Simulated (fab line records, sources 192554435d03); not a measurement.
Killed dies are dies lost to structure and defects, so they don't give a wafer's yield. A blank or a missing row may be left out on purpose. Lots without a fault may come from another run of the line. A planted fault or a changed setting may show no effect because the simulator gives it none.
fab line records | flow n5_finfet
record lots=10 wafers=27 last_day=18
route steps=1938 shown SDB@360 HKMG_FIN@389 BEOL_M4@1111 PASSIVATION@1936
lots that met no fault: from a run of the same line without faults
start_h: hours from the record's first day to the start of the lot's first wafer shown | wait_h: hours since the lot's step before | " the same as in the row above | L1.1+2: a row that stands for several wafers | - no value, or no start given | * or withheld: withheld | < > ~ a bound
route shown NAME@n: a module of which the file shows steps, and the number in the route of the first | usual: mean/standard deviation of fault-free wafers | same: alike in all rows | chamber/n: place in a boat | sites: the reading at each site | _std_site: their standard deviation | _edge_site: outer sites' mean less inner sites' | radius_mm: how far each site lies from the wafer's centre | mask NAME#n: copy n | behind: the tool/chamber that last shaped the wafer | hold: why the lot was held/for how many hours/how that ended | device: the transistor (n, p or np) that didn't switch | end of line: the same wafers' tests at the end of the route | a step without rows: its recipe alone | killed: dies lost to structure and defects at the first sort, not the wafer's yield | map: a wafer's dies, x killed, . not, _ none there
set.NAME: the setting as run; set.NAME@STEP: as run at that earlier step | model.NAME: the simulator's own value behind a step, which no gauge read
steps of the route over a sample of lots; a table a step, a row a wafer
services: from which hour (start_h, from the record's first day; less than 0 if before it) a tool's chamber was out of use, for how many hours, and why
## steps
# step N5_SDB_ETCH_17
# recipe chemistry=CF4 target=SiARC target_depth_a=234 mask_material=CAR-ArF time_s=39 ion_energy_ev=80 pressure_mtorr=40 source_w=545 bias_w=36 Ar_flow_sccm=100 cf4_flow_sccm=100 ends=cleared
# usual drypump_motor_current_A=5.7/0.49 etch_rf_on_time_s=39.0/0.64 oes_product_au=0.67/0.078 rf_vpp_V=184.1/1.2 showerhead_plenum_p_Torr=2.16/0.079 throttle_valve_pct=15.63/0.29
# columns lot.wafer tool chamber start_h wait_h drypump_motor_current_A etch_rf_on_time_s oes_product_au rf_hours_counter_h rf_vpp_V showerhead_plenum_p_Torr throttle_valve_pct
L154.1 rie_diel-05 2 79.02 0.0 5.5 40.3 0.58 235 183.3 2.03 15.85
L154.3 " 3 " " 4.8 40.0 0.62 158 184.6 2.23 15.63
L154.4 " 0 " " 5.9 40.2 0.56 243 183.0 2.11 15.63
L156.1 rie_diel-02 0 94.69 0.0 6.4 38.1 0.66 145 184.4 2.14 15.37
L156.4 " 1 " " 6.6 38.4 0.72 58 186.3 2.26 15.31
L156.5 " 3 " " 5.8 39.7 0.59 - 183.3 2.12 15.66
L157.1 rie_diel-02 3 95.99 0.0 5.7 39.8 0.59 204 185.0 2.12 15.65
L157.4 " 0 " " 6.4 38.7 0.66 145 183.8 2.14 15.37
L157.6 " 2 " " 5.9 39.3 0.64 - 185.4 2.22 15.52
L160.5 rie_diel-06 1 119.33 0.0 5.9 39.0 0.59 - 183.0 2.04 16.13
L160.6 " 0 " " 5.8 39.3 0.59 - 185.1 2.11 15.94
L164.2 rie_diel-06 3 141.57 0.0 5.7 38.0 0.78 19 184.0 2.27 15.38
L164.4 " 0 " " 5.8 38.9 0.59 - 183.1 2.11 15.93
L167.2 rie_diel-05 3 156.19 0.0 4.9 40.0 0.60 188 184.5 2.22 15.72
L167.5 " 1 " " 5.2 39.1 0.71 - 183.6 2.17 15.82
L168.3 rie_diel-05 2 162.61 0.0 5.5 39.0 0.80 6 186.3 2.28 15.40
L168.4 " 0 " " 5.9 38.3 0.80 20 184.1 2.10 15.18
L168.5 " 2 " " 5.5 39.0 0.80 - 184.9 2.28 15.38
L170.2 rie_diel-06 3 173.43 0.0 5.8 38.3 0.76 33 185.0 2.27 15.39
L170.3 " 2 " " 5.1 39.3 0.62 181 183.2 2.05 15.95
L170.5 " 0 " " 5.8 39.4 0.58 - 185.2 2.11 15.98
L173.2 rie_diel-02 2 197.85 0.0 5.9 39.8 0.62 199 184.5 2.21 15.58
L173.3 " 3 " " 5.8 40.2 0.56 242 183.2 2.11 15.74
L173.4 " 0 " " 6.3 38.7 0.64 181 184.0 2.13 15.44
L175.2 rie_diel-05 1 209.14 0.0 5.2 39.0 0.69 88 183.6 2.17 15.84
L175.3 " 2 " " 5.5 38.9 0.75 22 185.9 2.27 15.42
L175.4 " 0 " " 5.9 37.9 0.77 36 183.8 2.09 15.21
# step N5_SDB_THK_MEAS_31
# recipe reads=a-Si_of_DUMMY_GATE_CVD_03
# usual SDB_THK=64.2/1
# columns lot.wafer tool chamber start_h wait_h SDB_THK[nm]
L154.1 film_metro-01 - 83.82 - 64.3
L154.3 " - " " 62.8
L154.4 " - " " 63.7
L156.1 film_metro-02 - 101.59 - 65.2
L156.4 " - " " 66.0
L156.5 " - " " 64.7
L157.1 film_metro-02 - 102.97 - 62.5
L157.4 " - " " 64.6
L157.6 " - " " 64.4
L160.5 film_metro-01 - 123.16 - 63.8
L160.6 " - " " 64.8
L164.2 film_metro-02 - 145.36 - 65.0
L164.4 " - " " 64.0
L167.2 film_metro-02 - 159.99 - 62.2
L167.5 " - " " 64.7
L168.3 film_metro-01 - 166.42 - 62.9
L168.4 " - " " 64.4
L168.5 " - " " 63.5
L170.2 film_metro-01 - 178.22 - 66.1
L170.3 " - " " 67.5
L170.5 " - " " 65.7
L173.2 film_metro-01 - 201.65 - 64.7
L173.3 " - " " 63.0
L173.4 " - " " 63.9
L175.2 film_metro-01 - 213.51 - 64.5
L175.3 " - " " 63.7
L175.4 " - " " 63.5
# step N5_HKMG_FIN_ALD_75
# recipe material=Al2O3 target_thk_a=10 temp_c=150 ald_precursor_family=TMA ald_co_reactant=H2O pulse_time_s=withheld co_reactant_pulse_time_s=1
# usual heater_power_w=152/14 precursor_pulse_height_rel=1.000/0.018
# columns lot.wafer tool chamber start_h wait_h heater_power_w precursor_pulse_height_rel
L154.1 ald_hk-02 1 84.96 0.0 142 0.998
L154.3 " 0 " " 156 0.989
L154.4 " 3 " " 183 0.990
L156.1 ald_hk-01 0 102.75 0.0 155 1.015
L156.4 " 1 " " 145 0.994
L156.5 " 2 " " 138 1.009
L157.1 ald_hk-01 0 104.07 0.0 157 0.992
L157.4 " 2 " " 138 1.039
L157.6 " 1 " " 145 0.975
L160.5 ald_hk-03 1 124.48 0.0 138 1.012
L160.6 " 0 " " 134 0.992
L164.2 ald_hk-02 2 146.77 0.0 152 0.987
L164.4 " 3 " " 190 0.989
L167.2 ald_hk-03 3 161.08 0.0 136 0.992
L167.5 " 2 " " 161 0.998
L168.3 ald_hk-03 3 167.51 0.0 138 1.002
L168.4 " 2 " " 159 1.005
L168.5 " 2 " " 160 1.038
L170.2 ald_hk-02 0 179.33 0.0 150 0.987
L170.3 " 1 " " 148 1.021
L170.5 " 3 " " 185 1.000
L173.2 ald_hk-01 3 202.90 0.0 152 0.977
L173.3 " 0 " " 158 0.999
L173.4 " 1 " " 143 1.014
L175.2 ald_hk-02 0 215.03 0.0 155 1.013
L175.3 " 2 " " 154 1.015
L175.4 " 1 " " 147 1.025
# step N5_HKMG_FIN_EXPOSE_46
# recipe mask_id=NDIPOLE na=1.35 source_shape=conventional sigma_outer=0.8 polarization=unpolarized dose_mj=40
# columns lot.wafer tool chamber start_h wait_h mask
L154.1+3+4 arfi_scanner-01 0 85.30 - NDIPOLE#0
L156.1+4+5 arfi_scanner-01 0 103.09 - NDIPOLE#0
L157.1+4+6 arfi_scanner-01 0 104.29 - NDIPOLE#0
L160.5+6 arfi_scanner-01 0 124.81 - NDIPOLE#0
L164.2+4 arfi_scanner-01 0 147.12 - NDIPOLE#0
L167.2+5 arfi_scanner-01 0 161.43 - NDIPOLE#0
L168.3+4+5 arfi_scanner-03 0 167.86 - NDIPOLE#0
L170.2+3+5 arfi_scanner-03 0 179.56 - NDIPOLE#0
L173.2+3+4 arfi_scanner-03 0 203.27 - NDIPOLE#0
L175.2+3+4 arfi_scanner-02 0 215.25 - NDIPOLE#0
# step N5_HKMG_FIN_CD_MEAS_49
# recipe target_cd_nm=202 landing_energy_ev=500 detector=se_inlens polarity=opening
# usual cd_nm=202.1/0.61
# columns lot.wafer tool chamber start_h wait_h cd_nm
L154.1 cd_sem-01 0 85.43 - 202.8
L154.3 " 0 " " 202.7
L154.4 " 0 " " 202.5
L156.1 cd_sem-01 0 103.21 - 202.4
L156.4 " 0 " " 202.8
L156.5 " 0 " " 203.1
L157.1 cd_sem-02 0 104.41 - 202.7
L157.4 " 0 " " 202.5
L157.6 " 0 " " 202.4
L160.5 cd_sem-01 0 124.92 - 222.6
L160.6 " 0 " " 201.9
L164.2 cd_sem-03 0 147.24 - 221.8
L164.4 " 0 " " 202.5
L167.2 cd_sem-03 0 161.55 - 222.7
L167.5 " 0 " " 223.4
L168.3 cd_sem-02 0 167.98 - 203.1
L168.4 " 0 " " 202.7
L168.5 " 0 " " 202.5
L170.2 cd_sem-01 0 179.68 - 202.5
L170.3 " 0 " " 201.8
L170.5 " 0 " " 202.0
L173.2 cd_sem-03 0 203.39 - 202.2
L173.3 " 0 " " 202.6
L173.4 " 0 " " 201.8
L175.2 cd_sem-01 0 215.37 - 202.1
L175.3 " 0 " " 201.3
L175.4 " 0 " " 201.3
# step N5_BEOL_M4_RC_MEAS_101
# usual DIBL_N=35.9/1.4 DIBL_P=35.9/1.7 IOFF_N=0.155/0.023 IOFF_P=0.201/0.029 ION_N=672/8.8 ION_P=460/7 SS_N=71.6/0.48 SS_P=73.1/0.64 VT_N=250.0/3 VT_P=-251.6/3
# columns lot.wafer tool chamber start_h wait_h DIBL_N[mV/V] DIBL_P[mV/V] IOFF_N[nA/um] IOFF_P[nA/um] ION_N[uA/um] ION_P[uA/um] SS_N[mV/dec] SS_P[mV/dec] VT_N[mV] VT_P[mV]
L154.1 prober-02 0 182.94 0.0 35.3 34.0 0.146 0.207 672 469 71.8 72.6 252.7 -248.6
L154.3 " 0 " " 35.4 34.6 0.144 0.206 670 462 71.1 73.0 250.4 -247.5
L154.4 " 0 " " 36.0 36.0 0.163 0.232 688 475 72.0 73.2 248.6 -247.8
L157.1 prober-01 0 191.89 0.0 32.8 34.9 0.126 0.168 663 453 71.3 73.3 254.2 -257.0
L157.4 " 0 " " 35.5 37.1 0.165 0.200 671 456 71.5 73.6 250.1 -254.1
L157.6 " 0 " " 35.6 37.1 0.161 0.208 668 459 72.1 73.6 251.3 -250.2
L156.1 prober-01 0 198.70 0.0 36.1 36.3 0.168 0.217 675 460 72.0 73.0 247.6 -250.3
L156.4 " 0 " " 36.0 36.4 0.163 0.207 676 458 71.1 73.4 250.3 -251.0
L156.5 " 0 " " 35.6 36.0 0.172 0.213 673 457 71.3 73.2 248.9 -250.2
L160.5 prober-01 0 224.81 0.6 38.1 38.7 0.199 0.217 687 466 71.6 74.5 247.1 -250.6
L160.6 " 0 " " 36.6 35.8 0.166 0.174 660 446 71.7 72.2 249.3 -253.7
L164.2 prober-02 0 245.63 0.2 35.2 33.5 0.123 0.166 666 453 70.5 72.1 253.1 -256.0
L164.4 " 0 " " 36.8 35.7 0.147 0.197 664 453 71.8 73.1 249.5 -252.6
L168.3 prober-01 0 269.49 0.3 38.6 36.4 0.165 0.210 677 464 71.7 73.7 249.1 -251.6
L168.4 " 0 " " 39.0 37.3 0.177 0.217 675 457 71.8 74.6 250.3 -251.7
L168.5 " 0 " " 37.4 35.3 0.144 0.196 675 458 71.4 73.4 247.9 -251.1
L167.2 prober-02 0 274.49 0.2 35.5 36.6 0.145 0.221 674 471 71.6 73.2 250.0 -247.2
L167.5 " 0 " " 37.5 38.9 0.188 0.267 684 476 71.8 73.9 245.9 -244.8
L170.2 prober-02 0 279.34 0.2 34.5 34.7 0.131 0.146 660 448 71.4 72.9 254.0 -258.7
L170.3 " 0 " " 34.9 35.5 0.134 0.149 680 456 71.4 73.7 254.3 -256.1
L170.5 " 0 " " 34.1 34.6 0.125 0.140 658 445 71.2 72.8 251.2 -257.9
L173.2 prober-01 0 304.38 0.2 35.4 36.7 0.188 0.220 688 469 71.3 73.3 243.8 -248.9
L173.3 " 0 " " 36.3 38.7 0.205 0.250 680 465 71.7 73.7 244.3 -249.2
L173.4 " 0 " " 37.0 39.4 0.231 0.267 676 462 72.3 74.4 243.5 -249.4
L175.2 prober-02 0 311.64 0.2 35.6 34.0 0.141 0.186 649 448 71.7 72.6 255.4 -253.7
L175.3 " 0 " " 34.9 34.2 0.131 0.198 668 462 71.1 73.4 250.9 -251.9
L175.4 " 0 " " 33.5 32.8 0.113 0.168 654 454 71.0 72.6 256.9 -252.6
# step N5_PASSIVATION_PROBE_49
# usual defect_limited_yield=91.7/1.5 killed_at_M0_to_M3=30/8.6 killed_at_M4_up=12/4.5 killed_at_contacts=13/5.8 killed_at_front_end=38/11 killed_at_other=4/3 killed_dies=97/17 killed_open=63/12 killed_short=32/8.8 sort_bin_5_function=4.8/0.91 sort_bin_6_memory=3.1/0.68 sort_n_pass=1083/17 sort_yield_pct=91.7/1.5
# same gross_dies=1180 killed_at_back_side=0 sort_bin_4_leakage[%]=0 sort_bin_8_speed[%]=0
# columns lot.wafer tool chamber start_h wait_h defect_limited_yield[%] killed_at_M0_to_M3 killed_at_M4_up killed_at_contacts killed_at_front_end killed_at_other killed_dies killed_open killed_short sort_bin_5_function[%] sort_bin_6_memory[%] sort_n_pass sort_yield_pct[%]
L160.5 prober-02 - 325.68 0.2 91.4 21 21 13 47 0 102 54 26 4.5 2.3 1078 91.4
L164.2 prober-02 - 349.44 0.1 91.2 31 10 9 51 3 104 51 41 5.3 2.5 1076 91.2
L167.2 prober-01 - 378.05 0.1 90.0 36 6 20 51 5 118 74 33 5.3 3.6 1062 90.0
L167.5 prober-01 - 378.20 0.2 90.0 25 21 18 46 8 118 73 37 6.1 3.2 1062 90.0
# killed by level:class
L160.5 HKMG_FIN:area_expose=17 MOL_CONTACT_COAG:geometric_particle:open=11 GATE_CUT:geometric_particle:short=7 BEOL_M0_SAQP:geometric_particle:open=7 BEOL_M3:geometric_particle:open=5 BEOL_M8:geometric_particle:open=5 BEOL_M0_SAQP:geometric_particle:short=4 BEOL_M7:geometric_particle:open=4
L164.2 BEOL_M3:geometric_particle:short=10 GATE_CUT:geometric_particle:short=8 HKMG_FIN:area_expose=8 STI_FIN_REVEAL:geometric_particle:open=7 MOL_CONTACT_COAG:geometric_particle:open=7 STARTING-WAFER:geometric_particle:short=7 BEOL_M2:geometric_particle:open=6 BEOL_M3:geometric_particle:open=6
L167.2 MOL_CONTACT_COAG:geometric_particle:open=17 STI_FIN_REVEAL:geometric_particle:open=17 HKMG_FIN:area_expose=9 BEOL_M1:geometric_particle:open=7 DUMMY_GATE:geometric_particle:open=6 FIN_SAQP:geometric_particle:short=5 BEOL_M0_SAQP:geometric_particle:short=5 BEOL_M3:geometric_particle:open=5
L167.5 MOL_CONTACT_COAG:geometric_particle:open=15 BEOL_M4:geometric_particle:open=7 STI_FIN_REVEAL:geometric_particle:open=6 DUMMY_GATE:geometric_particle:short=6 BEOL_M0_SAQP:geometric_particle:short=6 STARTING-WAFER:geometric_particle:open=6 FIN_SAQP:geometric_particle:short=5 FIN_SAQP:geometric_particle:open=5
## services
# columns tool chamber start_h hours kind
ald_hk-01 - 62.95 0.7 repair
rie_diel-06 0 71.63 6.5 repair
rie_diel-02 - 77.79 0.1 repair
rie_diel-02 - 80.40 2.8 pm
rie_diel-05 3 85.44 2.8 repair
arfi_scanner-01 - 97.44 0.8 repair
rie_diel-06 1 99.50 6.9 repair
arfi_scanner-01 - 104.71 1.0 pm
ald_hk-03 - 104.83 0.7 repair
arfi_scanner-01 - 114.18 1.3 pm
arfi_scanner-02 - 117.78 1.3 pm
arfi_scanner-01 - 120.42 1.0 pm
ald_hk-02 - 127.57 8.7 pm
arfi_scanner-03 - 131.58 4.8 pm
arfi_scanner-01 - 140.15 0.8 pm
arfi_scanner-03 - 144.07 1.3 pm
arfi_scanner-03 - 152.41 1.0 pm
arfi_scanner-03 - 166.33 1.0 pm
ald_hk-01 - 169.61 0.7 repair
ald_hk-01 - 176.61 8.7 pm
arfi_scanner-01 - 185.22 0.8 pm
ald_hk-03 - 189.28 1.4 repair
rie_diel-06 0 200.31 15.8 repair
arfi_scanner-03 - 211.42 0.8 pm
## key
first_sign step=N5_HKMG_FIN_CD_MEAS_49 reading=cd_nm direction=up sigmas=34 usual=202.1 struck=222.6
effect none on later readings
met_at N5_HKMG_FIN_EXPOSE_46
struck_lots L160,L164,L167
struck_wafers L160.5,L164.2,L167.2,L167.5
not_acting_at N5_SDB_ETCH_17,N5_SDB_THK_MEAS_31,N5_HKMG_FIN_ALD_75
onset_between 104.29 124.81
fault kind=process_parameter_drift tool=arfi_scanner-01 chamber=- onset_h=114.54 steps=N5_HKMG_FIN_EXPOSE_46 channel=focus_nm offset=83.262 shape=step end_h=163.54 scope=struck_wafers_only
